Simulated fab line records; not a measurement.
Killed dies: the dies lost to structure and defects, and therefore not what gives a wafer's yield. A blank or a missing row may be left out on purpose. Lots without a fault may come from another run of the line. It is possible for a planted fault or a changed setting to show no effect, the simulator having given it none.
Struck lot and sound lot, side by side	flow n5Finfet	16 steps out of a route of 1938
Sound: wafers L710.1, L710.3, L710.5. Wafers L719.1, L719.3, L719.6 were the ones struck. Last of all comes the cause.
Order at every step that has rows: each side's tool, ch and its chambers, its first start. Under that, the readings that differ: sound wafers	struck wafers	difference of the means	sigmas: that difference in standard deviations of wafers without a fault.
alike: a reading whose means differ by less than 2 such deviations, as well as words and numbers matching on both sides. not compared: withheld readings; readings where some wafer has no value; bounds like >300 that might hide an equal value; numbers whose values overlap and for which the record gives no deviation.
The two part at a step that has a row with sigmas, a row that says differs or no value, or rows on one side only. Numbers that have no deviation but don't overlap get no sigmas and don't part them. A reading missing from all wafers of one side parts the sides only when that side holds two or more wafers.

first, 7 steps without rows for these wafers: N5_BEOL_M2_COAT_76 (time 60 s, resist thk 5 nm); N5_BEOL_M2_COAT_22 (resist thk 30 nm); N5_BEOL_M2_EBR_24; N5_BEOL_M2_SOFTBAKE_23 (time 60 s); N5_BEOL_M2_EXPOSE_25 (exposes mask V1, defocus 5 nm); N5_BEOL_M2_PEB_26 (peb time 60 s); N5_BEOL_M2_DEVELOP_27 (develop time 30 s).
N5_BEOL_M2_CD_MEAS_28: target cd 26.2 nm, target cd y 24.1 nm.
  sound on cdSem-01 ch 0, day 8 05:55; struck on cdSem-01 ch 0, day 10 09:26
  alike: cdNm
N5_BEOL_M2_OVL_MEAS_29:
  sound on overlay-01 ch 0, day 8 05:57; struck on overlay-02 ch 0, day 10 09:28
  alike: V1_OVL
N5_BEOL_M2_INSPECT_30: inspects for defects (brightfield).
  sound on defectInspect-02 at day 8 06:01; struck on defectInspect-02 at day 10 09:32
  alike: rawDefectCount
N5_BEOL_M2_DESCUM_33: chemistry O2, time 7 s.
  sound on rieDiel-03 ch 0,3, day 8 06:04; struck on rieDiel-05 ch 0,1,3, day 10 10:31
  alike: drypumpMotorCurrentA, oesProductAu, rfVppV, showerheadPlenumPTorr, throttleValvePct
  not compared: rfHoursCounterH
N5_BEOL_M2_ETCH_77: etches underlayer in N2/H2, target depth 6.5 nm, time 5.2 s.
  sound on rieDiel-03 ch 0,3, day 8 06:06; struck on rieDiel-05 ch 0,1,3, day 10 10:34
  alike: biasW, drypumpMotorCurrentA, etchRfOnTimeS, n2FlowSccm, oesProductAu, rfVppV, showerheadPlenumPTorr, throttleValvePct
  not compared: rfHoursCounterH
N5_BEOL_M2_ETCH_69: etches SiARC in CF4, target depth 15.6 nm, time 26 s.
  sound on rieDiel-03 ch 0,3, day 8 06:07; struck on rieDiel-05 ch 0,1,3, day 10 10:35
reading	sound	struck	difference	sigmas
biasW (W)	35.87 36.04 35.93	31.95 32.05 31.91	-3.98	-36
rfVppV (V)	185.6 182.7 183.1	171.6 169.9 171.2	-12.9	-12
  alike: drypumpMotorCurrentA, etchRfOnTimeS, oesProductAu, showerheadPlenumPTorr, throttleValvePct
  not compared: rfHoursCounterH
N5_BEOL_M2_ALD_98: deposits SiO2, target thk 2.5 nm, pulse time 1 s, co reactant pulse time 1 s.
  sound on aldSin-01 ch 0,2, day 8 06:13; struck on aldSin-02 ch 0,1,3, day 10 10:40
  alike: heaterPowerW, precursorPulseHeightRel
  not compared: sinceWetCleanH
N5_BEOL_M4_RC_MEAS_101:
  sound on prober-01 ch 0, day 9 17:22; struck on prober-01 ch 0, day 11 17:16
  alike: DIBL_N, DIBL_P, IOFF_N, IOFF_P, ION_N, ION_P, SS_N, SS_P, VT_N, VT_P
-- here the record skips 4 days between the struck wafers' starts before and after, leaving off in module BEOL_M4 and picking up in module PASSIVATION (first step shown: number 1936 of the route) --
N5_PASSIVATION_PROBE_49:
  sound on prober-01 at day 14 02:54; struck on prober-02 at day 15 21:08
  alike: defectLimitedYield, killed_at_M0_to_M3, killed_at_M4_up, killedAtContacts, killedAtFrontEnd, killedAtOther, killedDies, killedOpen, killedShort, sort_bin_5_function, sort_bin_6_memory, sortNPass, sortYieldPct

WHERE THEY PART
Only at N5_BEOL_M2_ETCH_69, as far as this record shows. Later steps at which nothing parts them and some readings are alike: N5_BEOL_M2_ALD_98, N5_BEOL_M4_RC_MEAS_101, N5_PASSIVATION_PROBE_49.

WHY: whatever the simulator had introduced
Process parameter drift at N5_BEOL_M2_ETCH_69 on rieDiel-05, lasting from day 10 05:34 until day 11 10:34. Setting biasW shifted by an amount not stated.
